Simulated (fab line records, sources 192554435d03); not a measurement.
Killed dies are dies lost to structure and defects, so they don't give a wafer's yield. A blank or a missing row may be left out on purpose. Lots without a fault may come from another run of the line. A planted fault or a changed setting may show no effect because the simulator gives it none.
A struck lot beside a sound one | flow n5_finfet | 16 steps out of a route of 1938
Sound: wafers L772.1, L772.2, L772.5. Struck: wafers L775.2, L775.3, L775.4. The cause comes at the end.
At each step with rows: each side's tool, then ch and its chambers, then its first start. Under that, the readings that differ: sound wafers | struck wafers | difference of the means | sigmas: that difference in standard deviations of wafers without a fault.
alike: readings whose means differ by less than 2 such deviations, and words and numbers that are the same on both sides. not compared: withheld readings, readings that some wafer has no value for, bounds like >300 that may hide the same value, and numbers for which the record gives no deviation and whose values overlap.
The two part at a step that has a row with sigmas, a row that says differs or no value, or rows on one side only. Numbers that don't overlap but have no deviation are shown without sigmas and don't part them. A reading that every wafer of one side lacks parts them only if that side has two wafers or more.

N5_GATE_CUT_OVL_MEAS_14:
  sound on overlay-01 ch 0, day 6 06:41; struck on overlay-02 ch 0, day 7 00:43
  alike: GATE_CUT_OVL
N5_GATE_CUT_INSPECT_15: inspects for defects (brightfield).
  sound on defect_inspect-01, day 6 06:44; struck on defect_inspect-02, day 7 00:46
  alike: raw_defect_count
N5_GATE_CUT_DESCUM_18: chemistry O2, time 7 s.
  sound on rie_diel-02 ch 0,1,2, day 6 06:46; struck on rie_diel-02 ch 1,2,3, day 7 00:53
  alike: drypump_motor_current_A, oes_product_au, rf_vpp_V, showerhead_plenum_p_Torr, throttle_valve_pct
  not compared: rf_hours_counter_h
then, 1 step without rows for these wafers: N5_GATE_CUT_ETCH_28 (etches underlayer in N2/H2, target depth 13 nm, time 10.4 s).
N5_GATE_CUT_ETCH_36: etches SiARC in CF4, target depth 13 nm, time 21.7 s.
  sound on rie_diel-02 ch 0,1,2, day 6 06:50; struck on rie_diel-02 ch 1,2,3, day 7 00:57
  alike: drypump_motor_current_A, etch_rf_on_time_s, oes_product_au, rf_fwd_power_W, rf_vpp_V, showerhead_plenum_p_Torr, throttle_valve_pct
  not compared: rf_hours_counter_h
then, 3 steps without rows for these wafers: N5_GATE_CUT_ETCH_37 (etches SOC in N2/H2, target depth 60 nm, overetch 12 nm, time 90 s); N5_GATE_CUT_STRIP_38 (strips in N2/H2); N5_GATE_CUT_STRIP_39 (strips in N2/H2).
N5_GATE_CUT_HM_OPEN_40: chemistry C4F6/O2, target SiO2, target depth 139 nm, time 85.1 s.
  sound on rie_diel-02 ch 0,1,2, day 6 06:56; struck on rie_diel-02 ch 1,2,3, day 7 01:04
  alike: drypump_motor_current_A, etch_rf_on_time_s, oes_product_au, rf_vpp_V, showerhead_plenum_p_Torr, throttle_valve_pct
  not compared: rf_hours_counter_h
N5_GATE_CUT_STRIP_41: strips in CF4.
  sound on rie_diel-02 ch 0,1,2, day 6 07:00; struck on rie_diel-02 ch 1,2,3, day 7 01:07
  alike: drypump_motor_current_A, oes_product_au, rf_vpp_V, showerhead_plenum_p_Torr, throttle_valve_pct
  not compared: rf_hours_counter_h
then, 2 steps without rows for these wafers: N5_GATE_CUT_STRIP_42 (strips in O2); N5_GATE_CUT_ETCH_19 (etches SiNx in CH3F/O2, target depth 53.7 nm, time 76.7 s).
N5_GATE_CUT_CUT_ETCH_53: etches W in SF6/Cl2, target depth 79.2 nm.
  sound on rie_metal-02 ch 0,1, day 6 07:10; struck on rie_metal-02 ch 0,1, day 7 01:17
  reading               | sound             | struck            | difference | sigmas
  etch_rf_on_time_s (s) | 26.5 26.4 26.5    | 33.0 33.3 33.3    | +6.7       | +19
  rf_fwd_power_W (W)    | 876.2 882.1 879.2 | 664.1 664.3 664.8 | -214.8     | -83
  alike: drypump_motor_current_A, oes_product_au, throttle_valve_pct
  not compared: rf_hours_counter_h
N5_GATE_CUT_CUT_ETCH_54: etches TiN in Cl2/BCl3, target depth 96.7 nm.
  sound on rie_metal-02 ch 0,1, day 6 07:14; struck on rie_metal-02 ch 0,1, day 7 01:21
  alike: drypump_motor_current_A, etch_rf_on_time_s, oes_product_au, rf_fwd_power_W, throttle_valve_pct
  not compared: rf_hours_counter_h
-- the record jumps here: 4 days lie between the struck wafers' starts before and after (it left off in module GATE_CUT and takes up again in module BEOL_M4, whose first step shown is number 1111 of the route) --
N5_BEOL_M4_RC_MEAS_101:
  sound on prober-01 ch 0, day 9 18:40; struck on prober-02 ch 0, day 10 17:31
  alike: DIBL_N, DIBL_P, IOFF_N, IOFF_P, ION_N, ION_P, SS_N, SS_P, VT_N, VT_P
-- the record jumps here: 4 days lie between the struck wafers' starts before and after (it left off in module BEOL_M4 and takes up again in module PASSIVATION, whose first step shown is number 1936 of the route) --
N5_PASSIVATION_PROBE_49:
  the record has rows for the struck wafers here (prober-01, day 14 12:58) and none for the sound ones

WHERE THEY PART
First at N5_GATE_CUT_CUT_ETCH_53; last, within this record, at N5_PASSIVATION_PROBE_49.

WHY: what the simulator had put in
Process parameter drift: rie_metal-02, from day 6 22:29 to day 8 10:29, at N5_GATE_CUT_CUT_ETCH_53. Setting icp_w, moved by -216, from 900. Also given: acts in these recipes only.
